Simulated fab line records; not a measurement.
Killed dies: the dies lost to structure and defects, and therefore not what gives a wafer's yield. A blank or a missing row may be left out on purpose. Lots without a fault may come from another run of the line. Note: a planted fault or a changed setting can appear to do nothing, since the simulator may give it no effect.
fab line records	flow nand-harc	part 1 of 2: steps 1 to 22 of 34
record: lots: 5	wafers: 15	last-day: 33
route steps=1302 shown A_CHANNEL_HOLE_D1@486 A_CHANNEL_FILL_D1@490 A_DECK1_JOINT@518
lots that met no fault: taken from a fault-free run of the same line
start-h: start of the lot's first displayed wafer, in hours after the record's first day	wait-h: how many hours have passed since the lot's step before this one	" repeats the value in the row above	L1.1+2: a single row standing in for several wafers	- value missing, or start not given	* or withheld: withheld	< > ~ a bound
route shown NAME@n: NAME is a module with steps in the file, n the number in the route of the first one	usual: average and standard deviation across the fault-free wafers	same: alike in all rows	chamber/n: place in a boat	sites: per-site readings	_std_site: the standard deviation of these	_edge_site: outer sites' mean less inner sites'	radius-mm: for every site, how far away it sits from the centre of the wafer	mask NAME#n: copy n	behind: tool/chamber where the wafer was last shaped	hold: why the lot went on hold/how many hours it stayed there/how the hold came to an end	device: whichever transistor did not switch (one of n, p or np)	end of line: the same wafers' tests at the end of the route	a step without rows: its recipe alone	killed: not the wafer's yield, but the dies lost to structure and defects at the first sort	map: a wafer's dies, marking killed ones x, the rest . and places with no die _
set.NAME: the setting that was run; set.NAME@STEP: the one run at that earlier step	model.NAME: the simulator's own value behind a step, which no gauge read
lots at selected steps of the route; one table per step, one row per wafer
services: a tool's chamber out of use, with start hour (start-h, from the record's first day; less than 0 if before it), hours out, and reason
== steps ==
step: NHARC_A_CHANNEL_HOLE_D1_SRD_29
lot.wafer	tool	chamber	start-h	wait-h
L074.4+3+6	wet-bench-04	3,4,6	-	-
L076.1+2+5	wet-bench-02	1,3,4	206.82	0.1
L085.3+6+5	wet-bench-02	0,2,4	-	-
L094.2+6+1	wet-bench-04	0,1,2	-	-
L096.1+5+3	wet-bench-04	6,7,0	-	-
step: NHARC_A_CHANNEL_HOLE_D1_CD_MEAS_30
usual: cd-nm: 90.1/1.3
lot.wafer	tool	chamber	start-h	wait-h	cd-nm
L074.3	cd-sem-03	-	188.39	-	92.2
L074.4	"	-	"	"	88.8
L074.6	"	-	"	"	90.6
L076.1	cd-sem-03	-	206.93	0.1	89.3
L076.2	"	-	"	"	91.7
L076.5	"	-	"	"	88.1
L085.3	cd-sem-02	-	310.68	-	92.5
L085.5	"	-	"	"	89.5
L085.6	"	-	"	"	91.3
L094.1	cd-sem-02	-	388.49	-	92.0
L094.2	"	-	"	"	89.5
L094.6	"	-	"	"	89.9
L096.1	cd-sem-02	-	412.88	-	91.1
L096.3	"	-	"	"	90.2
L096.5	"	-	"	"	89.5
step: NHARC_A_CHANNEL_HOLE_D1_XSEM_31
recipe: landing-energy-ev: 35000
usual: bot-cd-nm: 74.7/1.4	bow-nm: 8.58/0.27	tilt-deg: 0.09/0.038
lot.wafer	tool	chamber	start-h	wait-h	bot-cd-nm	bow-nm	tilt-deg
L074.3	xsem-01	0	188.48	0.1	76.8	8.51	0.07
L074.4	"	0	"	"	74.2	8.65	0.07
L074.6	"	0	"	"	75.5	8.62	0.07
L076.1	xsem-02	0	207.03	0.1	74.1	8.37	0.10
L076.2	"	0	"	"	77.1	8.34	0.10
L076.5	"	0	"	"	73.1	8.35	0.10
L085.3	xsem-02	0	310.77	0.1	76.7	8.16	0.07
L085.5	"	0	"	"	73.6	8.19	0.07
L085.6	"	0	"	"	75.3	8.11	0.07
L094.1	xsem-01	0	388.57	0.1	76.3	8.55	0.12
L094.2	"	0	"	"	74.0	8.61	0.12
L094.6	"	0	"	"	74.8	8.61	0.12
L096.1	xsem-02	0	412.97	0.1	75.1	8.54	0.15
L096.3	"	0	"	"	75.1	8.53	0.15
L096.5	"	0	"	"	74.1	8.52	0.15
step: NHARC_A_CHANNEL_HOLE_D1_INSPECT_40
usual: raw-defect-count: 65/27
lot.wafer	tool	chamber	start-h	wait-h	raw-defect-count
L074.3	defect-inspect-02	-	188.57	-	53
L074.4	"	-	"	"	43
L074.6	"	-	"	"	36
L076.1	defect-inspect-02	-	207.12	-	84
L076.2	"	-	"	"	102
L076.5	"	-	"	"	100
L085.3	defect-inspect-02	-	310.86	-	52
L085.5	"	-	"	"	46
L085.6	"	-	"	"	48
L094.1	defect-inspect-01	-	388.67	-	55
L094.2	"	-	"	"	44
L094.6	"	-	"	"	69
L096.1	defect-inspect-02	-	413.07	-	75
L096.3	"	-	"	"	74
L096.5	"	-	"	"	97
step: NHARC_A_CHANNEL_FILL_D1_PRECLEAN_00
recipe: time-s: *	temp-c: 50	bath-age-min: 0	chemistry: SC1
usual: sc1-h2o2-end-mol-l: 0.3697/0.00066	temp-c: 50.01/0.11
lot.wafer	tool	chamber	start-h	wait-h	sc1-h2o2-end-mol-l	temp-c
L074.3	wet-bench-03	3	188.63	0.1	0.3693	49.99
L074.4	"	4	"	"	0.3692	50.01
L074.6	"	6	"	"	0.3696	49.97
L076.1	wet-bench-09	5	207.18	0.1	0.3695	49.88
L076.2	"	1	"	"	0.3692	49.90
L076.5	"	2	"	"	0.3706	49.90
L085.3	wet-bench-09	5	310.91	0.0	0.3692	49.94
L085.5	"	7	"	"	0.3704	49.95
L085.6	"	2	"	"	0.3699	49.76
L094.2	wet-bench-09	2	388.74	0.1	0.3694	49.85
L094.6	"	3	"	"	0.3692	50.16
L094.1	"	4	"	"	0.3703	49.81
L096.5	wet-bench-05	7	413.12	0.0	0.3691	50.04
L096.1	"	2	"	"	0.3695	50.16
L096.3	"	4	"	"	0.3701	49.93
step: NHARC_A_CHANNEL_FILL_D1_SRD_01
lot.wafer	tool	chamber	start-h	wait-h
L074.3+4+6	wet-bench-03	3,4,6	-	-
L076.1+2+5	wet-bench-09	5,1,2	-	-
L085.3+5+6	wet-bench-09	5,7,2	-	-
L094.2+6+1	wet-bench-09	2,3,4	-	-
L096.5+1+3	wet-bench-05	7,2,4	-	-
step: NHARC_A_CHANNEL_FILL_D1_ALD_02
recipe: target-thk-a: 60	pulse-time-s: 10	ald-cycles: 60	temp-c: 300	material: SiO2
usual: heater-power-w: 459/49	precursor-pulse-height-rel: 0.997/0.02
lot.wafer	tool	chamber	start-h	wait-h	heater-power-w	precursor-pulse-height-rel
L074.3	ald-hk-01	2	188.84	-	444	1.001
L074.4	"	3	"	"	419	1.020
L074.6	"	1	"	"	479	1.026
L076.2	ald-hk-03	2	207.46	-	463	1.023
L076.1	"	3	"	"	441	0.980
L076.5	"	1	"	"	503	1.004
L085.3	ald-hk-03	1	311.12	-	502	1.009
L085.6	"	0	"	"	552	0.995
L085.5	"	1	"	"	498	0.960
L094.1	ald-hk-01	2	388.95	-	428	0.997
L094.2	"	3	"	"	426	0.977
L094.6	"	1	"	"	463	1.019
L096.1	ald-hk-02	3	413.34	-	391	1.014
L096.3	"	1	"	"	444	1.000
L096.5	"	2	"	"	409	1.001
step: NHARC_A_CHANNEL_FILL_D1_ALD_03
recipe: target-thk-a: 60	pulse-time-s: 60	ald-cycles: 58	temp-c: 630	pressure-torr: 2	material: SiNx
usual: precursor-pulse-height-rel: 0.998/0.019
lot.wafer	tool	chamber	start-h	wait-h	precursor-pulse-height-rel
L074.3	ald-sin-batch-03	0	-	-	0.990
L074.4	"	0	"	"	1.006
L074.6	"	0	"	"	0.975
L076.1	ald-sin-batch-02	0	-	-	0.963
L076.2	"	0	"	"	0.988
L076.5	"	0	"	"	1.001
L085.3	ald-sin-batch-02	0	-	-	1.030
L085.5	"	0	"	"	0.955
L085.6	"	0	"	"	1.013
L094.1	ald-sin-batch-02	0	-	-	0.994
L094.2	"	0	"	"	0.977
L094.6	"	0	"	"	1.023
L096.1	ald-sin-batch-03	0	-	-	0.976
L096.3	"	0	"	"	1.001
L096.5	"	0	"	"	1.003
step: NHARC_A_CHANNEL_FILL_D1_ALD_14
recipe: target-thk-a: 25	pulse-time-s: 10	ald-cycles: 25	temp-c: 300	material: SiO2
usual: heater-power-w: 455/48	precursor-pulse-height-rel: 0.996/0.022
lot.wafer	tool	chamber	start-h	wait-h	heater-power-w	precursor-pulse-height-rel
L074.4	ald-hk-01	0	193.91	0.1	398	1.028
L074.3	"	1	"	"	478	0.992
L074.6	"	0	"	"	396	0.989
L076.2	ald-hk-03	0	214.38	0.1	582	1.020
L076.1	"	2	"	"	482	0.967
L076.5	"	0	"	"	578	1.018
L085.3	ald-hk-01	0	317.31	0.2	384	0.997
L085.5	"	1	"	"	445	0.998
L085.6	"	2	"	"	416	0.992
L094.2	ald-hk-02	1	395.91	0.1	459	1.002
L094.1	"	3	"	"	402	0.967
L094.6	"	0	"	"	563	0.986
L096.3	ald-hk-01	2	420.34	0.1	427	1.005
L096.1	"	0	"	"	396	0.988
L096.5	"	1	"	"	477	0.985
step: NHARC_A_CHANNEL_FILL_D1_ALD_15
recipe: target-thk-a: 20	pulse-time-s: 60	ald-cycles: 19	temp-c: 630	pressure-torr: 2	material: SiNx
usual: precursor-pulse-height-rel: 1.000/0.019
lot.wafer	tool	chamber	start-h	wait-h	precursor-pulse-height-rel
L074.3	ald-sin-batch-01	0	-	-	0.981
L074.4	"	0	"	"	1.012
L074.6	"	0	"	"	1.011
L076.1	ald-sin-batch-01	0	-	-	0.991
L076.2	"	0	"	"	0.977
L076.5	"	0	"	"	1.004
L085.3	ald-sin-batch-03	0	-	-	0.974
L085.5	"	0	"	"	0.962
L085.6	"	0	"	"	1.038
L094.1	ald-sin-batch-03	0	-	-	1.015
L094.2	"	0	"	"	0.997
L094.6	"	0	"	"	0.991
L096.1	ald-sin-batch-03	0	-	-	1.027
L096.3	"	0	"	"	0.981
L096.5	"	0	"	"	1.036
step: NHARC_A_CHANNEL_FILL_D1_ALD_16
recipe: target-thk-a: 15	pulse-time-s: 10	ald-cycles: 15	temp-c: 300	material: SiO2
usual: heater-power-w: 463/50	precursor-pulse-height-rel: 1.000/0.022
lot.wafer	tool	chamber	start-h	wait-h	heater-power-w	precursor-pulse-height-rel
L074.4	ald-hk-01	0	199.06	0.1	393	0.987
L074.3	"	2	"	"	441	1.002
L074.6	"	0	"	"	395	1.003
L076.2	ald-hk-03	2	219.49	0.0	477	1.053
L076.1	"	0	"	"	590	0.978
L076.5	"	2	"	"	472	1.006
L085.3	ald-hk-02	3	322.48	0.1	428	1.013
L085.5	"	1	"	"	428	1.005
L085.6	"	2	"	"	420	1.003
L094.1	ald-hk-02	3	401.09	0.1	389	0.982
L094.2	"	1	"	"	462	1.004
L094.6	"	2	"	"	403	1.026
L096.1	ald-hk-02	3	425.50	0.1	394	0.968
L096.3	"	1	"	"	448	0.979
L096.5	"	3	"	"	411	1.002
step: NHARC_A_CHANNEL_FILL_D1_ANNEAL_17
recipe: temp-c: 850	time-s: 1800
usual: spike-tc-lower-C: 849.5/0.98	spike-tc-top-C: 864.2/2.3
lot.wafer	tool	chamber	start-h	wait-h	spike-tc-lower-C	spike-tc-top-C
L074.3	furnace-03	0	202.28	-	848.4	861.2
L074.4	"	0	"	"	849.6	862.4
L074.6	"	0	"	"	849.7	860.8
L076.1	furnace-08	0	222.81	-	848.2	864.0
L076.2	"	0	"	"	849.6	865.4
L076.5	"	0	"	"	850.1	865.5
L085.3	furnace-08	0	325.70	3.2	847.5	865.9
L085.5	"	0	"	"	851.3	863.1
L085.6	"	0	"	"	850.6	864.8
L094.1	furnace-03	0	404.30	-	847.6	862.8
L094.2	"	0	"	"	850.7	860.8
L094.6	"	0	"	"	849.5	860.7
L096.1	furnace-08	0	428.78	-	848.7	865.1
L096.3	"	0	"	"	850.1	866.4
L096.5	"	0	"	"	848.7	865.8
step: NHARC_A_CHANNEL_FILL_D1_CVD_18
recipe: target-thk-a: 30	temp-c: 550	material: poly-Si
usual: spike-tc-lower-C: 549.3/1.8	spike-tc-top-C: 571.7/1.4
lot.wafer	tool	chamber	start-h	wait-h	spike-tc-lower-C	spike-tc-top-C
L074.3	lpcvd-poly-04	0	208.84	-	547.9	569.4
L074.4	"	0	"	"	547.5	571.8
L074.6	"	0	"	"	547.2	570.8
L076.1	lpcvd-poly-04	0	229.40	-	548.1	571.8
L076.2	"	0	"	"	546.3	571.1
L076.5	"	0	"	"	549.0	571.0
L085.3	lpcvd-poly-02	0	332.20	-	553.3	572.1
L085.5	"	0	"	"	550.3	574.4
L085.6	"	0	"	"	551.4	571.1
L094.1	lpcvd-poly-02	0	410.74	-	551.5	573.8
L094.2	"	0	"	"	551.5	574.0
L094.6	"	0	"	"	551.4	574.0
L096.1	lpcvd-poly-02	0	435.19	-	551.3	572.3
L096.3	"	0	"	"	550.7	573.0
L096.5	"	0	"	"	549.9	573.0
step: NHARC_A_CHANNEL_FILL_D1_ETCHBACK_19
recipe: target-depth-a: 50	time-s: 1.7	hbr-flow-sccm: 150	cl2-flow-sccm: 50	rf-w: 400	icp-w: 400	bias-w: 100	chemistry: HBr/Cl2
usual: drypump-motor-current-A: 5.7/0.34	hbr-flow-sccm: 150.0/0.47	oes-product-au: 0.998/0.011	throttle-valve-pct: 26.406/0.0086
lot.wafer	tool	chamber	start-h	wait-h	drypump-motor-current-A	hbr-flow-sccm	oes-product-au	rf-hours-counter-h	throttle-valve-pct
L074.3	rie-si-03	2	210.90	0.4	5.5	150.1	0.990	0.90	26.420
L074.4	"	3	"	"	5.7	149.2	1.014	0.88	26.405
L074.6	"	2	"	"	5.5	150.1	0.994	-	26.397
L076.2	rie-si-03	1	231.48	0.4	5.9	148.9	1.004	0	26.396
L076.1	"	2	"	"	5.5	150.4	0.995	0	26.389
L076.5	"	2	"	"	5.4	150.2	0.984	-	26.410
L085.3	rie-si-06	0	334.25	0.4	6.3	150.3	1.005	0.41	26.399
L085.6	"	0	"	"	6.3	150.2	0.993	-	26.403
L085.5	"	1	"	"	6.5	150.2	0.989	-	26.393
L094.2	rie-si-04	1	412.80	0.4	4.9	149.7	1.004	0.41	26.406
L094.1	"	0	"	"	5.6	149.7	1.000	0.38	26.399
L094.6	"	2	"	"	5.7	150.4	0.981	-	26.404
L096.3	rie-si-04	2	437.27	0.4	5.7	150.0	0.986	0.69	26.406
L096.1	"	0	"	"	5.6	150.2	0.989	0.53	26.402
L096.5	"	3	"	"	5.4	150.6	0.998	-	26.407
step: NHARC_A_CHANNEL_FILL_D1_ETCHBACK_20
recipe: target-depth-a: 270	time-s: 13.5	c4f8-flow-sccm: withheld	o2-flow-sccm: 8	ar-flow-sccm: withheld	rf-w: 600	bias-w: 1500	chemistry: C4F8/O2/Ar
usual: oes-product-au: 0.96/0.037	rf-vpp-V: 976/4.5
lot.wafer	tool	chamber	start-h	wait-h	oes-product-au	rf-hours-counter-h	rf-vpp-V
L074.3	rie-diel-07	0	211.03	-	1.00	3.3	979
L074.4	"	1	"	"	1.00	6.2	969
L074.6	"	3	"	"	0.99	-	971
L076.2	rie-diel-11	1	231.61	-	0.93	5.5	979
L076.1	"	0	"	"	0.92	6.2	974
L076.5	"	2	"	"	0.91	-	978
L085.3	rie-diel-10	1	334.38	-	0.91	3.5	972
L085.5	"	1	"	"	0.93	-	972
L085.6	"	2	"	"	0.93	-	982
L094.2	rie-diel-11	1	412.92	-	0.91	6.0	979
L094.1	"	0	"	"	0.93	6.5	973
L094.6	"	3	"	"	0.93	-	980
L096.3	rie-diel-10	2	437.50	-	1.00	1.1	981
L096.1	"	3	"	"	0.99	1.1	982
L096.5	"	1	"	"	1.00	-	972
step: NHARC_A_CHANNEL_FILL_D1_STRIP_28
recipe: time-s: 20	o2-flow-sccm: 500	ar-flow-sccm: 0	bias-w: 0	chemistry: O2
usual: drypump-motor-current-A: 5.5/0.42	mfc-ar-sccm: 0.007/0.012	oes-product-au: 1.002/0.0099	rf-vpp-V: 57.5/0.91	showerhead-plenum-p-Torr: 3.48/0.11	throttle-valve-pct: 17.036/0.009
lot.wafer	tool	chamber	start-h	wait-h	drypump-motor-current-A	mfc-ar-sccm	oes-product-au	rf-hours-counter-h	rf-vpp-V	showerhead-plenum-p-Torr	throttle-valve-pct
L074.3	rie-diel-07	0	211.11	0.1	5.8	0	1.008	3.3	59.0	3.54	17.047
L074.4	"	3	"	"	5.9	0	1.008	6.5	57.2	3.35	17.025
L074.6	"	0	"	"	5.8	0	1.010	-	58.4	3.54	17.032
L076.1	rie-diel-11	2	231.70	0.1	5.7	0.008	0.987	5.0	57.3	3.50	17.035
L076.2	"	3	"	"	5.0	0	1.002	7.0	57.0	3.57	17.018
L076.5	"	2	"	"	5.7	0.008	1.000	-	56.5	3.50	17.041
L085.3	rie-diel-10	0	334.47	0.1	6.0	0	0.993	4.1	57.4	3.32	17.043
L085.6	"	0	"	"	6.0	0	0.991	-	57.5	3.32	17.049
L085.5	"	1	"	"	5.6	0.020	1.004	-	56.9	3.37	17.044
L094.1	rie-diel-11	0	413.04	0.1	5.0	0.026	1.003	6.5	57.7	3.44	17.051
L094.2	"	1	"	"	5.4	0	1.000	6.0	57.5	3.56	17.041
L094.6	"	3	"	"	4.9	0	1.002	-	57.0	3.56	17.036
L096.3	rie-diel-10	3	437.57	0.1	5.4	0	1.000	1.1	57.5	3.63	17.027
L096.1	"	0	"	"	5.9	0	0.997	0.6	56.7	3.32	17.031
L096.5	"	2	"	"	6.0	0	0.993	-	58.1	3.61	17.057
step: NHARC_A_CHANNEL_FILL_D1_PRECLEAN_21
recipe: time-s: 30	chemistry: dHF
lot.wafer	tool	chamber	start-h	wait-h
L074.6+3+4	wet-bench-09	5,6,1	211.21	-
L076.2+5+1	wet-bench-05	2,3,4	231.80	-
L085.5+6+3	wet-bench-09	0,2,4	334.57	-
L094.2+1+6	wet-bench-09	0,2,4	413.14	-
L096.5+1+3	wet-bench-09	3,4,5	437.67	-
step: NHARC_A_CHANNEL_FILL_D1_SRD_23
lot.wafer	tool	chamber	start-h	wait-h
L074.6+3+4	wet-bench-09	5,6,1	211.23	0.0
L076.2+5+1	wet-bench-05	2,3,4	231.82	0.0
L085.5+6+3	wet-bench-09	0,2,4	334.59	0.0
L094.2+1+6	wet-bench-09	0,2,4	413.19	0.0
L096.5+1+3	wet-bench-09	3,4,5	437.72	0.0
step: NHARC_A_CHANNEL_FILL_D1_CVD_05
recipe: target-thk-a: 50	temp-c: 550	material: poly-Si
usual: spike-tc-lower-C: 549.2/1.7	spike-tc-top-C: 571.5/1.2
lot.wafer	tool	chamber	start-h	wait-h	spike-tc-lower-C	spike-tc-top-C
L074.3	lpcvd-poly-01	0	214.01	2.8	550.4	570.2
L074.4	"	0	"	"	550.3	570.0
L074.6	"	0	"	"	551.1	571.9
L076.1	lpcvd-poly-01	0	234.43	2.6	549.7	571.1
L076.2	"	0	"	"	550.4	571.0
L076.5	"	0	"	"	548.9	571.7
L085.3	lpcvd-poly-02	0	336.94	2.3	551.2	572.8
L085.5	"	0	"	"	550.8	575.0
L085.6	"	0	"	"	549.8	571.4
L094.1	lpcvd-poly-04	0	415.64	2.4	547.2	571.1
L094.2	"	0	"	"	545.8	570.1
L094.6	"	0	"	"	548.2	569.8
L096.1	lpcvd-poly-04	0	440.11	2.4	547.3	571.1
L096.3	"	0	"	"	548.3	570.3
L096.5	"	0	"	"	550.2	570.0
step: NHARC_A_CHANNEL_FILL_D1_ANNEAL_22
recipe: temp-c: 620	time-s: 7200
usual: spike-tc-lower-C: 619.4/1.1	spike-tc-top-C: 640.7/2.7
lot.wafer	tool	chamber	start-h	wait-h	spike-tc-lower-C	spike-tc-top-C
L074.3	furnace-03	0	219.40	3.6	618.6	638.3
L074.4	"	0	"	"	618.2	637.5
L074.6	"	0	"	"	618.3	637.8
L076.1	furnace-02	0	239.78	3.5	620.2	642.1
L076.2	"	0	"	"	620.9	643.0
L076.5	"	0	"	"	618.4	642.3
L085.3	furnace-02	0	342.26	3.5	621.2	643.3
L085.5	"	0	"	"	618.6	641.6
L085.6	"	0	"	"	621.0	645.0
L094.1	furnace-03	0	420.84	3.3	617.1	637.4
L094.2	"	0	"	"	619.7	638.3
L094.6	"	0	"	"	618.9	636.7
L096.1	furnace-03	0	445.25	3.3	619.5	636.0
L096.3	"	0	"	"	620.2	637.8
L096.5	"	0	"	"	618.4	637.4
step: NHARC_A_CHANNEL_FILL_D1_ALD_25
recipe: target-thk-a: 600	pulse-time-s: 10	ald-cycles: 600	temp-c: 300	material: SiOx
usual: heater-power-w: 460/48	precursor-pulse-height-rel: 1.003/0.02
lot.wafer	tool	chamber	start-h	wait-h	heater-power-w	precursor-pulse-height-rel
L074.3	ald-hk-03	0	224.12	0.7	583	1.002
L074.4	"	1	"	"	500	0.991
L074.6	"	3	225.96	2.5	454	1.020
L076.1	ald-hk-02	0	243.88	0.1	487	1.027
L076.2	"	3	245.74	1.9	427	0.986
L076.5	"	1	246.97	3.1	429	1.005
L085.3	ald-hk-02	1	346.99	0.7	438	0.992
L085.6	"	0	348.79	2.5	508	0.989
L085.5	"	1	"	"	453	1.037
L094.1	ald-hk-01	3	426.11	1.3	419	1.017
L094.2	"	0	"	"	384	0.996
L094.6	"	2	427.93	3.1	418	1.000
L096.3	ald-hk-01	2	450.51	1.3	422	1.004
L096.1	"	3	"	"	445	1.009
L096.5	"	1	452.33	3.1	471	1.019
step: NHARC_A_CHANNEL_FILL_D1_ETCHBACK_08
recipe: target-depth-a: 2200	time-s: 110	c4f8-flow-sccm: 20	ar-flow-sccm: withheld	rf-w: 600	bias-w: 300	chemistry: C4F8
usual: oes-product-au: 0.95/0.036	rf-vpp-V: 440.0/2.2
lot.wafer	tool	chamber	start-h	wait-h	oes-product-au	rf-hours-counter-h	rf-vpp-V
L074.3	rie-diel-07	3	-	-	0.93	7	439.2
L074.4	"	1	"	"	0.92	7	436.9
L074.6	"	0	"	"	0.92	-	442.5
L076.2	rie-diel-11	0	-	-	0.93	7	440.1
L076.1	"	1	"	"	0.92	7	442.7
L076.5	"	3	"	"	0.92	-	441.5
L085.3	rie-diel-11	2	-	-	0.99	3	441.1
L085.6	"	2	"	"	1.00	-	438.9
L085.5	"	3	"	"	0.98	-	441.4
L094.2	rie-diel-10	2	-	-	1.00	0	442.7
L094.1	"	3	"	"	1.00	0	443.5
L094.6	"	1	"	"	1.00	-	437.5
L096.3	rie-diel-07	0	-	-	0.93	10	441.2
L096.1	"	1	"	"	0.92	9	436.6
L096.5	"	0	"	"	0.94	-	441.9
